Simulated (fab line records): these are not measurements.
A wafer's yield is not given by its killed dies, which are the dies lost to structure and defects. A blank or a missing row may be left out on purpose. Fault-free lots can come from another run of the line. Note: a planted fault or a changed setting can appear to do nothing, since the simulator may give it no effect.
A lot that was struck, set against a sound lot ; flow n5_finfet ; 37 out of 1938 route steps
Sound: these wafers, L716.2, L716.4, L716.5. Struck: wafer L712.6. (L712.4, L712.5 of the same lot were not struck and are left out.) The cause comes at the end.
At each step with rows: each side's tool, then ch and its chambers, then its first start. Under that, the readings that differ: sound wafers ; struck wafers ; difference of the means ; sigmas: that difference in standard deviations of wafers without a fault.
alike: a reading whose means differ by less than 2 such deviations, as well as words and numbers matching on both sides. not compared: withheld readings; readings where some wafer has no value; bounds like >300 that might hide an equal value; numbers whose values overlap and for which the record gives no deviation.
The two part at a step that has a row with sigmas, a row that says differs or no value, or rows on one side only. When numbers do not overlap yet have no deviation, they are printed without sigmas and do not part them. A reading that every wafer of one side lacks parts them only if that side has two wafers or more.

first, 9 steps without rows for these wafers: N5_BEOL_M4_ANNEAL_95 (time 240 s); N5_BEOL_M4_SPUTTER_96 (material Cu, target thk 4.5 nm, time 8.29 s); N5_BEOL_M4_ECD_50 (material Cu, target thk 300 nm); N5_BEOL_M4_ANNEAL_51 (time 90 s); N5_BEOL_M4_CMP_52 (polishes, stops on SiOC, t overpolish 6.8 s, target thk 40 nm); N5_BEOL_M4_PRE_CLEAN_60 (time 15 s); N5_BEOL_M4_CO_CAP_55 (material Co, precursor CCTBA/H2, target thk 2 nm, time 102.1 s); N5_BEOL_M4_PRE_CLEAN_56 (time 15 s); N5_BEOL_M4_DEP_57 (deposits SiCN from 3MS/NH3, target thk 8 nm, time 14 s).
N5_BEOL_M4_RC_MEAS_101:
  sound on prober-01 ch 0, day 14 16:47; struck on prober-02 ch 0, day 13 21:37
reading;sound;struck;difference;sigmas
IOFF_P (nA/um);0.20 0.16 0.17;0.26;+0.08;+2
ION_N (uA/um);676 666 661;690;+22;+2
  alike: DIBL_N, DIBL_P, IOFF_N, ION_P, SS_N, SS_P, VT_N, VT_P
then, 24 steps without rows for these wafers: N5_BEOL_M5_ILD_DEP_00 (deposits SiCOH lowk from DEMS/porogen, target thk 140.64 nm, time 25.9 s); N5_BEOL_M5_CURE_79 (cures SiCOH lowk, time 240 s); N5_BEOL_M5_PECVD_70 (deposits SiO2 from TEOS/O2, target thk 16 nm, time 18 s); N5_BEOL_M5_HM_DEP_02 (deposits TiN, target thk 20 nm); N5_BEOL_M5_COAT_59 (time 60 s, resist thk 60 nm); N5_BEOL_M5_COAT_60 (time 60 s, resist thk 12 nm); N5_BEOL_M5_COAT_71 (time 60 s, resist thk 5 nm); N5_BEOL_M5_COAT_05 (resist thk 30 nm); N5_BEOL_M5_EBR_07; N5_BEOL_M5_SOFTBAKE_06 (time 60 s); N5_BEOL_M5_EXPOSE_08 (exposes mask M5, target cd 28 nm); N5_BEOL_M5_PEB_09 (peb time 60 s); N5_BEOL_M5_DEVELOP_10 (develop time 30 s); N5_BEOL_M5_DESCUM_16 (chemistry O2, time 7 s); N5_BEOL_M5_ETCH_72 (etches underlayer in N2/H2, target depth 6.5 nm, time 5.2 s); N5_BEOL_M5_ETCH_61 (etches SiARC in CF4, target depth 15.6 nm, time 26 s); N5_BEOL_M5_ETCH_62 (etches SOC in N2/H2, target depth 75 nm, overetch 15 nm, time 112.5 s); N5_BEOL_M5_STRIP_63 (strips in N2/H2); N5_BEOL_M5_STRIP_73 (strips in N2/H2); N5_BEOL_M5_STRIP_64 (strips in CF4); N5_BEOL_M5_HM_OPEN_17 (chemistry Cl2/BCl3, target TiN, target depth 20 nm, overetch 6 nm); N5_BEOL_M5_STRIP_19 (strips in O2); N5_BEOL_M5_COAT_65 (time 60 s, resist thk 60 nm); N5_BEOL_M5_COAT_66 (time 60 s, resist thk 12 nm).
N5_BEOL_M5_ALD_86: deposits TaN, pulse time 2 s, purge time 3 s, co reactant purge time 2 s.
  sound on ald_metal-03 ch 0,1,3, day 15 00:43; struck on ald_metal-04 ch 0, day 14 05:49
  alike: heater_power_w
-- a jump in the record: the struck wafers' starts before and after are 4 days apart (it breaks off in module BEOL_M5 and resumes in module BEOL_M15, where the first step shown is number 1830 of the route) --
N5_BEOL_M15_RC_MEAS_101:
  sound on prober-02 ch 0, day 18 15:54; struck on prober-02 ch 0, day 18 02:24
reading;sound;struck;difference;sigmas
COMB_M12 (S/m);8.4e-12 6.9e-12 9.4e-12;5.3e-12;-2.9e-12;-2
COMB_M5_max_site (S/m);5.8e-11 4.4e-11 5.6e-11;1.72e-10;+1.19e-10;+10
SERP_M10 (ohm/um);2.85 2.93 2.81;3.27;+0.41;+4
  alike: COMB_M10, COMB_M11, COMB_M13, COMB_M14, COMB_M15, COMB_M5, COMB_M6, COMB_M7, COMB_M7_max_site, COMB_M8, COMB_M9, COMB_M9_max_site, SERP_M11, SERP_M12, SERP_M13, SERP_M14, SERP_M5, SERP_M6, SERP_M7, SERP_M8, SERP_M9, SERP_M9_max_site
N5_PASSIVATION_PROBE_49:
  sound on prober-01 at day 19 07:59; struck on prober-01 at day 18 16:40
reading;sound;struck;difference;sigmas
killed_at_M4_up;13 15 12;30;+17;+3
sort_bin_4_leakage (%);0 0 0;0.76;+0.76;+28
  alike: defect_limited_yield, killed_at_M0_to_M3, killed_at_contacts, killed_at_front_end, killed_at_other, killed_dies, killed_open, killed_short, sort_bin_5_function, sort_bin_6_memory, sort_n_pass, sort_yield_pct

## WHERE THEY PART
Last at N5_PASSIVATION_PROBE_49 as far as this record goes, first at N5_BEOL_M4_RC_MEAS_101.

WHY: the cause the simulator had injected
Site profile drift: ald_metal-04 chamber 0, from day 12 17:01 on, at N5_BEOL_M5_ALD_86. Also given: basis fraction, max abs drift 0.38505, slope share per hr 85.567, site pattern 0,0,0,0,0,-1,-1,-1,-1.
